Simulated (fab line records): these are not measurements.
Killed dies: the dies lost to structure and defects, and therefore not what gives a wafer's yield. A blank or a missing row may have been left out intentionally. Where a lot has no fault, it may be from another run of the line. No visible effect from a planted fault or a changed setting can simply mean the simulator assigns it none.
fab line records -- flow n5_finfet
[record] lots = 9, wafers = 27, last_day = 17
route steps=1938 shown HKMG_FIN@439 BEOL_M4@1111 PASSIVATION@1936
lots with no fault: from the same line, run without faults
start_h: start of the lot's first displayed wafer, in hours after the record's first day -- wait_h: hours elapsed since this lot's preceding step -- " the same as in the row above -- L1.1+2: a row that stands for several wafers -- - either no value or no given start -- * or withheld: withheld -- < > ~ a bound
route shown NAME@n: a module of which the file shows steps, and the number in the route of the first -- usual: mean and standard deviation over wafers with no fault -- same: alike in all rows -- chamber/n: place in a boat -- sites: each site's reading -- _std_site: how widely they spread, as a standard deviation -- _edge_site: inner sites' mean taken away from outer sites' mean -- radius_mm: for every site, how far away it sits from the centre of the wafer -- mask NAME#n: copy n -- behind: tool/chamber where the wafer was last shaped -- hold: why the lot went on hold/how many hours it stayed there/how the hold came to an end -- device: whichever transistor did not switch (one of n, p or np) -- end of line: the same wafers' tests at the end of the route -- a step with no rows: only its recipe -- killed: at the first sort, the dies lost to defects and structure; wafer yield is something else -- map: a wafer's dies, marking killed ones x, the rest . and places with no die _
set.NAME: the setting as run; set.NAME@STEP: as run at that earlier step -- model.NAME: the simulator's own value behind a step, which no gauge read
a sample of lots followed through the steps of the route, with each step as a table and each wafer as a row
services: the hour from which a tool's chamber was out of use, counted from the record's first day as start_h (under 0 if before that day), plus the number of hours and why
[[steps]]
[step N5_HKMG_FIN_STRIP_92]
[recipe] chemistry = N2/H2, material = SOC, time_s = 20, power_w = 500, temp_c = 40, pressure_mtorr = 50, rf_frequency_hz = 6e+07, bias_power_w = 8, h2_frac = 0.5, n2_flow_sccm = 300, h2_flow_sccm = 300
[usual] drypump_motor_current_A = 5.8/0.6, oes_product_au = 0.77/0.071, rf_vpp_V = 54.1/0.86, showerhead_plenum_p_Torr = 3.32/0.094, throttle_valve_pct = 19.07/0.26
[same] time_s = 20
lot.wafer,tool,chamber,start_h,wait_h,drypump_motor_current_A,oes_product_au,rf_hours_counter_h,rf_vpp_V,showerhead_plenum_p_Torr,throttle_valve_pct
L940.2,rie_diel-06,3,78.76,0.1,4.8,0.82,97,53.8,3.27,19.18
L940.5,rie_diel-06,2,78.76,0.1,5.3,0.88,-,54.0,3.29,18.68
L940.6,rie_diel-06,0,78.76,0.1,6.5,0.77,-,54.9,3.25,18.81
L943.1,rie_diel-06,2,92.45,0.1,5.3,0.88,34,53.3,3.29,18.71
L943.3,rie_diel-06,1,92.45,0.1,5.8,0.66,221,53.5,3.47,19.32
L943.6,rie_diel-06,1,92.45,0.1,5.8,0.66,-,54.4,3.47,19.32
L947.1,rie_diel-06,3,119.15,0.1,4.8,0.81,111,54.0,3.26,19.20
L947.2,rie_diel-06,0,119.15,0.1,6.4,0.75,140,53.9,3.24,18.83
L947.5,rie_diel-06,2,119.15,0.1,5.3,0.87,-,53.2,3.29,18.72
L951.3,rie_diel-05,0,153.27,0.1,5.3,0.67,217,53.8,3.47,19.22
L951.4,rie_diel-05,1,153.27,0.1,5.9,0.86,56,54.0,3.29,19.35
L951.5,rie_diel-05,1,153.27,0.1,6.0,0.87,-,53.8,3.29,19.35
L954.2,rie_diel-05,1,159.96,0.1,5.9,0.86,60,52.8,3.29,19.34
L954.3,rie_diel-05,2,159.96,0.1,5.6,0.77,131,54.3,3.35,18.86
L954.6,rie_diel-05,1,159.96,0.1,5.9,0.85,-,54.2,3.29,19.35
L955.1,rie_diel-05,3,167.71,0.1,6.7,0.72,201,53.3,3.19,19.27
L955.3,rie_diel-05,1,167.71,0.1,5.9,0.85,62,54.9,3.29,19.37
L955.4,rie_diel-05,0,167.71,0.1,5.3,0.66,221,54.6,3.47,19.21
L957.2,rie_diel-06,3,177.25,0.1,4.8,0.78,132,55.6,3.25,19.23
L957.4,rie_diel-06,3,177.25,0.1,4.8,0.77,-,52.9,3.25,19.23
L957.6,rie_diel-06,3,177.25,0.1,4.8,0.78,-,53.5,3.25,19.23
L960.3,rie_diel-01,0,196.17,0.1,6.2,1.00,8,54.8,3.59,19.30
L960.4,rie_diel-01,2,196.17,0.1,6.7,0.75,-,53.5,3.36,18.95
L960.6,rie_diel-01,0,196.17,0.1,6.2,0.99,-,53.7,3.59,19.28
L962.2,rie_diel-06,0,207.88,0.1,6.4,0.73,173,53.6,3.22,18.87
L962.3,rie_diel-06,3,207.88,0.1,4.8,0.77,147,53.2,3.24,19.24
L962.5,rie_diel-06,2,207.88,0.1,5.3,0.82,-,53.6,3.27,18.76
[step N5_HKMG_FIN_STRIP_90]
[recipe] chemistry = N2/H2, material = SOC, time_s = 20, power_w = 500, temp_c = 40, pressure_mtorr = 50, rf_frequency_hz = 6e+07, bias_power_w = 8, h2_frac = 0.5, n2_flow_sccm = 300, h2_flow_sccm = 300
[usual] drypump_motor_current_A = 5.8/0.63, oes_product_au = 0.78/0.085, rf_vpp_V = 54.1/0.81, showerhead_plenum_p_Torr = 3.34/0.11, throttle_valve_pct = 19.08/0.23
[same] time_s = 20
lot.wafer,tool,chamber,start_h,wait_h,drypump_motor_current_A,oes_product_au,rf_hours_counter_h,rf_vpp_V,showerhead_plenum_p_Torr,throttle_valve_pct
L940.2,rie_diel-05,1,80.76,0.0,6.0,0.91,27,51.7,3.31,19.31
L940.5,rie_diel-05,0,80.76,0.0,5.3,0.69,-,53.8,3.49,19.18
L940.6,rie_diel-05,3,80.76,0.0,6.7,0.75,-,53.1,3.21,19.23
L943.1,rie_diel-06,2,94.45,0.0,5.4,0.87,35,53.6,3.29,18.68
L943.3,rie_diel-06,0,94.45,0.0,6.5,0.76,133,52.6,3.24,18.82
L943.6,rie_diel-06,2,94.45,0.0,5.3,0.88,-,53.6,3.29,18.69
L947.1,rie_diel-01,3,121.16,0.0,5.9,0.71,235,53.4,3.44,18.80
L947.2,rie_diel-01,2,121.16,0.0,6.7,0.78,145,53.9,3.37,18.88
L947.5,rie_diel-01,1,121.16,0.0,5.3,0.75,-,54.1,3.35,19.00
L951.3,rie_diel-05,0,155.32,0.0,5.3,0.65,218,54.8,3.47,19.23
L951.4,rie_diel-05,2,155.32,0.0,5.6,0.78,129,55.2,3.35,18.85
L951.5,rie_diel-05,3,155.32,0.0,6.7,0.73,-,53.7,3.19,19.26
L954.2,rie_diel-06,1,162.20,0.0,5.8,0.65,247,53.7,3.46,19.36
L954.3,rie_diel-06,0,162.20,0.0,6.5,0.75,156,54.7,3.23,18.86
L954.6,rie_diel-06,1,162.20,0.0,5.8,0.64,-,55.7,3.46,19.34
L955.1,rie_diel-01,3,169.70,0.0,5.9,0.69,254,53.6,3.43,18.82
L955.3,rie_diel-01,1,169.70,0.0,5.3,0.75,171,53.4,3.34,19.04
L955.4,rie_diel-01,1,169.70,0.0,5.3,0.74,-,55.3,3.34,19.02
L957.2,rie_diel-06,2,179.58,0.1,5.3,0.84,66,55.5,3.27,18.76
L957.4,rie_diel-06,2,179.58,0.1,5.3,0.83,-,55.5,3.27,18.74
L957.6,rie_diel-06,2,179.58,0.1,5.3,0.83,-,54.3,3.27,18.74
L960.3,rie_diel-06,3,198.22,0.0,4.8,0.78,142,53.7,3.25,19.25
L960.4,rie_diel-06,2,198.22,0.0,5.3,0.82,73,53.9,3.27,18.74
L960.6,rie_diel-06,0,198.22,0.0,6.5,0.73,-,53.3,3.22,18.88
L962.2,rie_diel-01,0,209.91,0.1,6.2,0.96,14,53.9,3.58,19.28
L962.3,rie_diel-01,2,209.91,0.1,6.7,0.73,-,54.3,3.35,18.95
L962.5,rie_diel-01,0,209.91,0.1,6.2,0.95,-,54.5,3.58,19.28
[step N5_HKMG_FIN_W_FILL_22]
[recipe] material = W, target_thk_a = 600, temp_c = 400, pressure_torr = 39.4, time_s = 18.2
[usual] heater_power_w = 913/120, throttle_valve_pct = 19.3/0.43
[same] time_s = 18.2
lot.wafer,tool,chamber,start_h,wait_h,heater_power_w,throttle_valve_pct
L940.2,cvd_w-02,1,81.87,0.0,834,19.4
L940.5,cvd_w-02,1,81.87,0.0,823,19.4
L940.6,cvd_w-02,0,81.87,0.0,832,19.0
L943.1,cvd_w-01,1,95.55,0.0,872,19.4
L943.3,cvd_w-01,0,95.55,0.0,1116,19.5
L943.6,cvd_w-01,1,95.55,0.0,850,19.6
L947.1,cvd_w-01,0,122.26,0.0,1134,19.3
L947.2,cvd_w-01,1,122.26,0.0,879,19.2
L947.5,cvd_w-01,0,122.26,0.0,1129,19.3
L951.3,cvd_w-01,0,156.44,0.0,1149,19.5
L951.4,cvd_w-01,1,156.44,0.0,841,19.3
L951.5,cvd_w-01,1,156.44,0.0,862,19.7
L954.2,cvd_w-02,1,163.30,0.0,818,19.7
L954.3,cvd_w-02,1,163.30,0.0,842,19.7
L954.6,cvd_w-02,1,163.30,0.0,856,19.9
L955.1,cvd_w-01,1,170.81,0.0,851,19.6
L955.3,cvd_w-01,0,170.81,0.0,1161,19.3
L955.4,cvd_w-01,1,170.81,0.0,870,19.7
L957.2,cvd_w-02,1,181.03,0.0,840,19.7
L957.4,cvd_w-02,0,181.03,0.0,863,18.8
L957.6,cvd_w-02,0,181.03,0.0,861,18.7
L960.3,cvd_w-01,1,199.46,0.0,866,19.3
L960.4,cvd_w-01,0,199.46,0.0,1134,19.3
L960.6,cvd_w-01,0,199.46,0.0,1137,19.2
L962.2,cvd_w-02,1,211.05,0.0,861,19.9
L962.3,cvd_w-02,0,211.05,0.0,839,18.8
L962.5,cvd_w-02,1,211.05,0.0,839,19.9
[step N5_HKMG_FIN_CMP_23]
[recipe] stop_on = SiNx, t_overpolish_s = 10, post_cmp_clean = rinse_only, down_force_psi = 4, platen_rpm = 50.289, pad_velocity_m_s = 1.0006, target_thk_nm = 46.326
[usual] motor_current_A = 12.7/1, overpolish_run_s = 9.999/0.0089, platen_rpm = 50.29/0.034, retaining_ring_pressure_frac = 1.001/0.0047, time_to_endpoint_s = 10.6/2.7
lot.wafer,tool,chamber,start_h,wait_h,motor_current_A,overpolish_run_s,platen_rpm,retaining_ring_pressure_frac,time_to_endpoint_s
L940.2,cmp-04,2,82.14,0.2,12.6,10.001,50.30,1.000,8.8
L940.5,cmp-04,0,82.14,0.2,12.2,9.977,50.25,1.004,11.7
L940.6,cmp-04,1,82.14,0.2,11.5,10.001,50.36,1.003,7.9
L943.3,cmp-03,1,95.67,0.0,13.0,9.997,50.29,0.997,8.8
L943.1,cmp-03,2,95.67,0.0,11.8,10.005,50.30,1.002,14.2
L943.6,cmp-03,2,95.67,0.0,12.3,10.006,50.28,1.003,12.4
L947.1,cmp-03,2,122.45,0.1,12.5,10.008,50.26,0.993,14.9
L947.2,cmp-03,0,122.45,0.1,11.9,9.994,50.26,0.995,12.6
L947.5,cmp-03,1,122.45,0.1,12.0,9.997,50.22,1.000,8.8
L951.3,cmp-04,2,156.70,0.2,12.8,9.997,50.26,0.999,9.0
L951.4,cmp-04,3,156.70,0.2,14.5,10.003,50.27,0.992,8.9
L951.5,cmp-04,0,156.70,0.2,12.9,10.002,50.28,0.994,10.1
L954.2,cmp-03,3,163.49,0.1,13.7,10.001,48.27,1.000,13.9
L954.3,cmp-03,0,163.49,0.1,11.4,10.003,48.30,0.999,11.3
L954.6,cmp-03,3,163.49,0.1,14.0,10.005,48.25,0.993,11.9
L955.4,cmp-03,2,171.00,0.1,12.4,10.012,48.27,0.993,13.2
L955.1,cmp-03,3,171.00,0.1,14.2,10.007,48.24,1.001,15.5
L955.3,cmp-03,0,171.00,0.1,12.0,10.014,48.24,1.001,13.7
L957.4,cmp-04,0,181.13,0.0,13.5,9.990,50.25,1.003,10.3
L957.2,cmp-04,3,181.13,0.0,13.8,10.017,50.30,1.011,11.8
L957.6,cmp-04,0,181.13,0.0,13.9,9.998,50.33,1.001,11.5
L960.3,cmp-04,1,199.72,0.2,11.9,10.013,50.29,1.003,7.5
L960.4,cmp-04,2,199.72,0.2,13.1,10.007,50.24,0.991,9.8
L960.6,cmp-04,0,199.72,0.2,13.8,9.981,50.29,1.000,9.4
L962.2,cmp-01,3,211.32,0.2,14.3,10.002,50.30,0.996,12.1
L962.3,cmp-01,0,211.32,0.2,11.0,9.993,50.31,1.004,12.5
L962.5,cmp-01,1,211.32,0.2,12.8,9.988,50.29,1.001,8.9
[step N5_BEOL_M4_RC_MEAS_101]
[usual] DIBL_N = 36.5/2, DIBL_P = 36.5/2.3, IOFF_N = 0.16/0.036, IOFF_P = 0.21/0.037, ION_N = 672/12, ION_P = 459/7.1, SS_N = 71.6/0.73, SS_P = 73.4/0.76, VT_N = 250/3.3, VT_P = -250.5/2.9
lot.wafer,tool,chamber,start_h,wait_h,DIBL_N[mV/V],DIBL_P[mV/V],IOFF_N[nA/um],IOFF_P[nA/um],ION_N[uA/um],ION_P[uA/um],SS_N[mV/dec],SS_P[mV/dec],VT_N[mV],VT_P[mV]
L940.2,prober-02,0,182.99,0.2,31.8,34.0,0.12,0.17,671,462,71.2,72.4,252,-250.3
L940.5,prober-02,0,182.99,0.2,33.0,34.7,0.13,0.17,659,450,70.6,72.4,254,-253.8
L940.6,prober-02,0,182.99,0.2,34.4,37.4,0.16,0.20,675,461,70.9,73.5,250,-249.8
L943.1,prober-02,0,189.55,0.0,36.7,36.7,0.18,0.21,680,458,71.9,73.9,246,-251.4
L943.3,prober-02,0,189.55,0.0,34.8,35.0,0.14,0.19,679,463,71.4,73.4,251,-252.9
L943.6,prober-02,0,189.55,0.0,35.7,36.1,0.16,0.20,670,464,71.3,73.5,249,-251.7
L947.1,prober-01,0,223.32,0.0,36.5,35.9,0.14,0.19,661,453,72.5,72.6,251,-252.4
L947.2,prober-01,0,223.32,0.0,38.1,39.1,0.18,0.24,683,469,72.6,73.7,249,-247.1
L947.5,prober-01,0,223.32,0.0,37.2,37.3,0.16,0.21,671,459,72.4,73.2,249,-249.2
L954.2,prober-02,0,257.76,0.2,38.6,38.0,0.19,0.24,666,449,72.4,73.0,248,-249.1
L954.3,prober-02,0,257.76,0.2,36.4,35.2,0.14,0.18,649,452,72.4,72.6,254,-252.1
L954.6,prober-02,0,257.76,0.2,38.8,38.0,0.18,0.23,664,457,72.6,73.2,253,-249.6
L951.3,prober-02,0,260.43,0.3,36.6,37.2,0.17,0.23,676,463,71.1,73.9,250,-246.2
L951.4,prober-02,0,260.43,0.3,37.1,38.2,0.18,0.26,684,472,71.7,74.3,246,-246.0
L951.5,prober-02,0,260.43,0.3,34.2,34.3,0.12,0.18,663,460,70.6,72.4,255,-249.6
L955.1,prober-01,0,263.28,0.0,35.6,38.7,0.16,0.20,675,459,71.5,74.3,250,-251.6
L955.3,prober-01,0,263.28,0.0,36.9,39.1,0.17,0.21,672,456,71.8,74.2,250,-252.3
L955.4,prober-01,0,263.28,0.0,33.8,34.8,0.12,0.15,659,451,71.3,72.7,255,-258.8
L957.2,prober-01,0,280.33,0.2,36.3,34.2,0.15,0.18,670,454,71.7,73.4,251,-254.5
L957.4,prober-01,0,280.33,0.2,36.5,35.2,0.15,0.19,683,465,71.3,73.0,248,-249.9
L957.6,prober-01,0,280.33,0.2,36.8,35.0,0.15,0.19,663,453,72.0,73.7,254,-252.3
L960.3,prober-02,0,298.06,0.3,36.7,36.8,0.15,0.20,670,454,71.4,73.5,253,-255.1
L960.4,prober-02,0,298.06,0.3,38.1,38.8,0.17,0.22,671,458,71.5,73.9,248,-251.8
L960.6,prober-02,0,298.06,0.3,38.2,38.9,0.17,0.23,678,458,72.2,73.0,249,-251.8
L962.2,prober-01,0,309.41,0.2,38.1,41.2,0.24,0.30,691,474,72.1,73.9,243,-243.0
L962.3,prober-01,0,309.41,0.2,37.5,39.5,0.21,0.26,684,467,71.8,74.3,248,-246.6
L962.5,prober-01,0,309.41,0.2,37.7,39.4,0.21,0.26,661,449,72.3,74.0,247,-245.4
[step N5_PASSIVATION_PROBE_49]
[usual] defect_limited_yield = 91.4/1.4, killed_at_M0_to_M3 = 33/11, killed_at_M4_up = 13/5.3, killed_at_contacts = 13/6.1, killed_at_front_end = 40/11, killed_at_other = 2.9/2.7, killed_dies = 102/17, killed_open = 68/13, killed_short = 32/7.5, sort_bin_5_function = 5.1/0.98, sort_bin_6_memory = 3.2/0.69, sort_n_pass = 1077/21, sort_yield_pct = 91.3/1.7
[same] gross_dies = 1180, killed_at_back_side = 0, sort_bin_4_leakage[%] = 0, sort_bin_8_speed[%] = 0
lot.wafer,tool,chamber,start_h,wait_h,defect_limited_yield[%],killed_at_M0_to_M3,killed_at_M4_up,killed_at_contacts,killed_at_front_end,killed_at_other,killed_dies,killed_open,killed_short,sort_bin_5_function[%],sort_bin_6_memory[%],sort_n_pass,sort_yield_pct[%]
L940.2,prober-01,-,296.84,0.1,91.1,28,12,13,47,5,105,65,37,5.2,3.4,1075,91.1
L940.5,prober-01,-,296.99,0.2,91.3,40,11,18,31,3,103,56,40,4.7,2.9,1077,91.3
L940.6,prober-01,-,297.04,0.3,90.9,37,14,11,44,1,107,68,39,4.9,4.0,1073,90.9
L943.1,prober-02,-,321.67,0.0,91.8,36,15,8,35,3,97,53,42,4.4,3.7,1083,91.8
L943.3,prober-02,-,321.77,0.1,91.9,31,10,8,43,4,96,66,29,5.2,2.7,1084,91.9
L943.6,prober-02,-,321.92,0.3,90.8,17,17,12,62,1,109,67,37,5.1,3.2,1071,90.8
L947.1,prober-02,-,340.53,0.0,91.6,29,22,9,39,0,99,69,29,5.3,2.8,1081,91.6
L947.2,prober-02,-,340.58,0.1,90.5,28,14,18,52,0,112,76,29,5.3,3.6,1068,90.5
L947.5,prober-02,-,340.73,0.2,92.1,39,21,8,22,3,93,60,32,4.9,2.3,1087,92.1
L954.2,prober-01,-,378.43,0.1,93.6,30,7,7,30,1,75,56,19,3.5,2.7,1105,93.6
L954.3,prober-01,-,378.48,0.1,90.9,54,4,6,42,1,107,67,38,5.6,2.7,1073,90.9
L954.6,prober-01,-,378.63,0.3,92.8,27,4,15,39,0,85,58,21,3.6,3.0,1095,92.8
L951.3,prober-02,-,390.38,0.1,91.6,36,11,11,28,13,99,66,32,4.6,3.3,1081,91.6
L951.4,prober-02,-,390.43,0.2,92.5,28,7,13,36,4,88,57,31,3.9,3.2,1092,92.5
L951.5,prober-02,-,390.48,0.2,90.9,39,12,10,41,5,107,75,30,5.3,3.5,1073,90.9
L955.1,prober-02,-,391.82,0.0,91.0,32,15,10,45,4,106,65,38,6.0,2.7,1074,91.0
L955.3,prober-02,-,391.92,0.1,90.3,31,20,15,46,2,114,75,39,5.6,3.8,1066,90.3
L955.4,prober-02,-,391.97,0.2,90.9,31,17,12,42,5,107,78,27,5.0,3.6,1073,90.9
L957.2,prober-01,-,399.63,0.1,90.3,37,18,23,35,1,114,77,32,5.4,3.7,1066,90.3
L957.4,prober-01,-,399.73,0.2,90.9,32,13,25,36,1,107,72,28,5.5,2.9,1073,90.9
L957.6,prober-01,-,399.83,0.3,90.3,40,19,27,28,1,115,89,25,4.7,4.8,1065,90.3
L960.3,prober-01,-,409.07,0.1,90.2,38,10,34,30,4,116,80,35,5.8,3.7,1064,90.2
L960.6,prober-01,-,409.22,0.3,90.9,34,18,30,21,4,107,81,25,5.1,3.7,1073,90.9
L962.2,prober-02,-,419.63,0.1,92.7,24,15,10,36,1,86,57,28,3.8,3.2,1094,92.7
L962.3,prober-02,-,419.68,0.1,90.7,32,25,14,33,6,110,74,34,4.7,4.6,1070,90.7
L962.5,prober-02,-,419.78,0.2,92.6,26,14,9,35,3,87,62,25,3.6,3.3,1093,92.6
// killed by level:class
L940.2 FIN_SAQP:geometric_particle:short=21 MOL_CONTACT_COAG:geometric_particle:open=11 FIN_SAQP:geometric_particle:open=9 BEOL_M0_SAQP:geometric_particle:open=7 BEOL_M0:geometric_particle:open=7 BEOL_M3:geometric_particle:open=5 BEOL_M4:geometric_particle:open=5 STARTING-WAFER:geometric_particle:open=5
L940.5 MOL_CONTACT_COAG:geometric_particle:open=16 FIN_SAQP:geometric_particle:short=13 BEOL_M0_SAQP:geometric_particle:open=10 BEOL_M0_SAQP:geometric_particle:short=9 BEOL_M3:geometric_particle:open=8 STARTING-WAFER:geometric_particle:short=6 HKMG_FIN:area_etch=6 BEOL_M2:geometric_particle:open=5
L940.6 FIN_SAQP:geometric_particle:short=19 FIN_SAQP:geometric_particle:open=10 MOL_CONTACT_COAG:geometric_particle:open=10 BEOL_M0_SAQP:geometric_particle:short=9 BEOL_M3:geometric_particle:open=8 BEOL_M4:geometric_particle:open=7 BEOL_M0_SAQP:geometric_particle:open=7 STI_FIN_REVEAL:geometric_particle:open=5
L943.1 STI_FIN_REVEAL:geometric_particle:open=8 MOL_CONTACT_COAG:geometric_particle:open=6 BEOL_M3:geometric_particle:open=6 BEOL_M4:geometric_particle:short=6 GATE_CUT:geometric_particle:short=5 BEOL_M0:geometric_particle:open=5 BEOL_M0_SAQP:geometric_particle:short=5 BEOL_M2:geometric_particle:short=5
L943.3 FIN_SAQP:geometric_particle:short=8 DUMMY_GATE:geometric_particle:open=8 BEOL_M3:geometric_particle:open=8 MOL_CONTACT_COAG:geometric_particle:open=7 BEOL_M0_SAQP:geometric_particle:open=6 BEOL_M1:geometric_particle:open=6 STI_FIN_REVEAL:geometric_particle:open=5 FIN_SAQP:geometric_particle:open=4
L943.6 FIN_SAQP:geometric_particle:open=11 BEOL_M4:geometric_particle:open=10 STI_FIN_REVEAL:geometric_particle:open=9 GATE_CUT:geometric_particle:short=7 MOL_CONTACT_COAG:geometric_particle:short=6 DUMMY_GATE:geometric_particle:open=6 MOL_CONTACT_COAG:geometric_particle:open=6 BEOL_M2:geometric_particle:open=6
L947.1 BEOL_M2:geometric_particle:open=10 BEOL_M4:geometric_particle:open=10 FIN_SAQP:geometric_particle:short=9 STI_FIN_REVEAL:geometric_particle:open=9 MOL_CONTACT_COAG:geometric_particle:open=9 BEOL_M0_SAQP:geometric_particle:open=8 FIN_SAQP:geometric_particle:open=5 STI_FIN_REVEAL:geometric_particle:short=4
L947.2 STI_FIN_REVEAL:geometric_particle:open=17 MOL_CONTACT_COAG:geometric_particle:open=14 FIN_SAQP:geometric_particle:open=12 BEOL_M0_SAQP:geometric_particle:open=9 BEOL_M0_SAQP:geometric_particle:short=8 FIN_SAQP:geometric_particle:short=6 BEOL_M4:geometric_particle:open=5 MOL_CONTACT_COAG:geometric_particle:short=4
L947.5 BEOL_M2:geometric_particle:open=12 BEOL_M4:geometric_particle:open=11 BEOL_M0_SAQP:geometric_particle:short=8 FIN_SAQP:geometric_particle:short=7 MOL_CONTACT_COAG:geometric_particle:open=5 BEOL_M0_SAQP:geometric_particle:open=5 BEOL_M3:geometric_particle:open=5 DUMMY_GATE:geometric_particle:open=3
L954.2 FIN_SAQP:geometric_particle:open=12 BEOL_M0_SAQP:geometric_particle:open=7 MOL_CONTACT_COAG:geometric_particle:open=6 BEOL_M0_SAQP:geometric_particle:short=6 FIN_SAQP:geometric_particle:short=5 BEOL_M2:geometric_particle:open=5 BEOL_M4:geometric_particle:open=5 STI_FIN_REVEAL:geometric_particle:open=4
L954.3 BEOL_M0_SAQP:geometric_particle:open=15 BEOL_M0_SAQP:geometric_particle:short=14 FIN_SAQP:geometric_particle:open=13 BEOL_M2:geometric_particle:open=10 FIN_SAQP:geometric_particle:short=6 MOL_CONTACT_COAG:geometric_particle:open=6 BEOL_M2:geometric_particle:short=6 GATE_CUT:geometric_particle:short=5
L954.6 MOL_CONTACT_COAG:geometric_particle:open=11 FIN_SAQP:geometric_particle:open=10 BEOL_M3:geometric_particle:open=10 DUMMY_GATE:geometric_particle:open=6 HKMG_FIN:area_etch=6 BEOL_M0_SAQP:geometric_particle:short=5 BEOL_M0_SAQP:geometric_particle:open=5 MOL_CONTACT_COAG:geometric_particle:short=4
L951.3 BEOL_M0_SAQP:geometric_particle:open=11 BEOL_M0_SAQP:geometric_particle:short=10 MOL_CONTACT_COAG:geometric_particle:open=9 STARTING-WAFER:geometric_particle:short=7 FIN_SAQP:geometric_particle:open=6 BEOL_M2:geometric_particle:open=6 PASS1_CAP:geometric_particle:open=5 GATE_CUT:geometric_particle:open=4
L951.4 BEOL_M2:geometric_particle:open=12 FIN_SAQP:geometric_particle:open=11 MOL_CONTACT_COAG:geometric_particle:open=10 GATE_CUT:geometric_particle:short=8 BEOL_M0_SAQP:geometric_particle:open=4 BEOL_M0_SAQP:geometric_particle:short=4 STARTING-WAFER:geometric_particle:short=4 STARTING-WAFER:geometric_particle:open=4
L951.5 FIN_SAQP:geometric_particle:open=12 MOL_CONTACT_COAG:geometric_particle:open=9 BEOL_M4:geometric_particle:open=9 FIN_SAQP:geometric_particle:short=8 BEOL_M2:geometric_particle:open=8 BEOL_M0_SAQP:geometric_particle:open=7 BEOL_M0_SAQP:geometric_particle:short=7 BEOL_M1:geometric_particle:open=7
L955.1 BEOL_M3:geometric_particle:open=11 FIN_SAQP:geometric_particle:open=10 STI_FIN_REVEAL:geometric_particle:open=9 MOL_CONTACT_COAG:geometric_particle:open=8 FIN_SAQP:geometric_particle:short=7 BEOL_M0_SAQP:geometric_particle:open=7 BEOL_M0_SAQP:geometric_particle:short=7 STI_FIN_REVEAL:geometric_particle:short=5
L955.3 FIN_SAQP:geometric_particle:open=11 MOL_CONTACT_COAG:geometric_particle:open=11 STI_FIN_REVEAL:geometric_particle:open=9 BEOL_M0_SAQP:geometric_particle:open=8 BEOL_M2:geometric_particle:open=6 FIN_SAQP:geometric_particle:short=5 BEOL_M0_SAQP:geometric_particle:short=5 BEOL_M3:geometric_particle:open=5
L955.4 STI_FIN_REVEAL:geometric_particle:open=18 MOL_CONTACT_COAG:geometric_particle:open=10 BEOL_M0_SAQP:geometric_particle:open=10 FIN_SAQP:geometric_particle:open=9 BEOL_M0_SAQP:geometric_particle:short=8 BEOL_M4:geometric_particle:open=6 BEOL_M3:geometric_particle:open=5 STARTING-WAFER:geometric_particle:short=5
L957.2 MOL_CONTACT_COAG:geometric_particle:open=19 FIN_SAQP:geometric_particle:short=9 BEOL_M3:geometric_particle:open=9 BEOL_M4:geometric_particle:open=9 FIN_SAQP:geometric_particle:open=7 BEOL_M0_SAQP:geometric_particle:short=7 BEOL_M1:geometric_particle:open=6 BEOL_M2:geometric_particle:open=6
L957.4 MOL_CONTACT_COAG:geometric_particle:open=19 BEOL_M3:geometric_particle:open=8 HKMG_FIN:area_etch=7 FIN_SAQP:geometric_particle:open=6 STI_FIN_REVEAL:geometric_particle:open=6 MOL_CONTACT_COAG:geometric_particle:short=6 BEOL_M0_SAQP:geometric_particle:open=6 BEOL_M0_SAQP:geometric_particle:short=6
L957.6 MOL_CONTACT_COAG:geometric_particle:open=25 FIN_SAQP:geometric_particle:open=10 BEOL_M1:geometric_particle:open=10 BEOL_M3:geometric_particle:open=8 BEOL_M2:geometric_particle:open=7 BEOL_M5:geometric_particle:open=7 BEOL_M0_SAQP:geometric_particle:open=6 BEOL_M0_SAQP:geometric_particle:short=5
L960.3 MOL_CONTACT_COAG:geometric_particle:open=31 BEOL_M0_SAQP:geometric_particle:short=8 BEOL_M1:geometric_particle:open=8 BEOL_M3:geometric_particle:open=8 GATE_CUT:geometric_particle:short=6 BEOL_M0_SAQP:geometric_particle:open=5 STI_FIN_REVEAL:geometric_particle:open=4 BEOL_M2:geometric_particle:open=4
L960.6 MOL_CONTACT_COAG:geometric_particle:open=25 BEOL_M0_SAQP:geometric_particle:open=11 BEOL_M2:geometric_particle:open=10 BEOL_M4:geometric_particle:open=10 MOL_CONTACT_COAG:geometric_particle:short=5 FIN_SAQP:geometric_particle:open=3 DUMMY_GATE:geometric_particle:short=3 ILD0:geometric_particle:open=3
L962.2 FIN_SAQP:geometric_particle:short=10 BEOL_M4:geometric_particle:open=10 FIN_SAQP:geometric_particle:open=9 MOL_CONTACT_COAG:geometric_particle:open=9 STI_FIN_REVEAL:geometric_particle:open=6 BEOL_M1:geometric_particle:open=6 BEOL_M0_SAQP:geometric_particle:short=5 BEOL_M0:geometric_particle:open=5
L962.3 MOL_CONTACT_COAG:geometric_particle:open=14 BEOL_M0_SAQP:geometric_particle:open=11 BEOL_M4:geometric_particle:open=11 FIN_SAQP:geometric_particle:open=10 BEOL_M0_SAQP:geometric_particle:short=9 FIN_SAQP:geometric_particle:short=7 STI_FIN_REVEAL:geometric_particle:open=5 BEOL_M1:geometric_particle:open=5
L962.5 BEOL_M1:geometric_particle:open=10 MOL_CONTACT_COAG:geometric_particle:open=8 FIN_SAQP:geometric_particle:open=7 FIN_SAQP:geometric_particle:short=7 BEOL_M4:geometric_particle:open=6 GATE_CUT:geometric_particle:short=6 DUMMY_GATE:geometric_particle:open=5 BEOL_M2:geometric_particle:open=4
[[services]]
tool,chamber,start_h,hours,kind
cmp-03,-,72.54,0.2,repair
cmp-04,-,73.73,4.0,pm
cmp-01,-,75.80,1.0,repair
rie_diel-06,1,78.17,4.5,repair
rie_diel-05,-,88.48,0.2,repair
cmp-01,-,94.15,9.5,pm
cmp-01,-,103.65,8.3,pm
rie_diel-05,2,106.14,16.1,repair
cmp-03,-,115.99,6.2,pm
rie_diel-05,1,116.27,3.7,repair
rie_diel-06,2,128.59,2.3,repair
cvd_w-02,-,141.69,2.8,pm
cmp-03,-,150.91,0.5,repair
rie_diel-05,0,156.68,4.6,repair
rie_diel-06,1,173.05,-,clean
rie_diel-06,1,173.05,-,consumable_replace:focus_ring
rie_diel-06,0,176.57,2.9,repair
cmp-04,-,182.02,4.5,repair
rie_diel-01,3,183.44,7.2,repair
cvd_w-02,0,194.73,4.2,repair
rie_diel-06,1,199.25,14.5,repair
cvd_w-01,-,204.95,2.8,pm
rie_diel-06,-,209.18,0.3,repair
rie_diel-06,-,210.01,4.8,repair
[[key]]
[first_sign] step = N5_HKMG_FIN_CMP_23, reading = platen_rpm, direction = down, sigmas = 59, usual = 50.29, struck = 48.26
effect none on later readings
met_at N5_HKMG_FIN_CMP_23
struck_lots L954,L955
not_acting_at N5_HKMG_FIN_STRIP_92,N5_HKMG_FIN_STRIP_90,N5_HKMG_FIN_W_FILL_22
onset_between 122.45 163.49
[fault] kind = process_parameter_drift, tool = cmp-03, chamber = -, onset_h = 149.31, steps = N5_HKMG_FIN_CMP_23, channel = platen_rpm, offset = -2.0116, shape = step, end_h = 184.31, acts_in = these_recipes_only, stated = 50.289
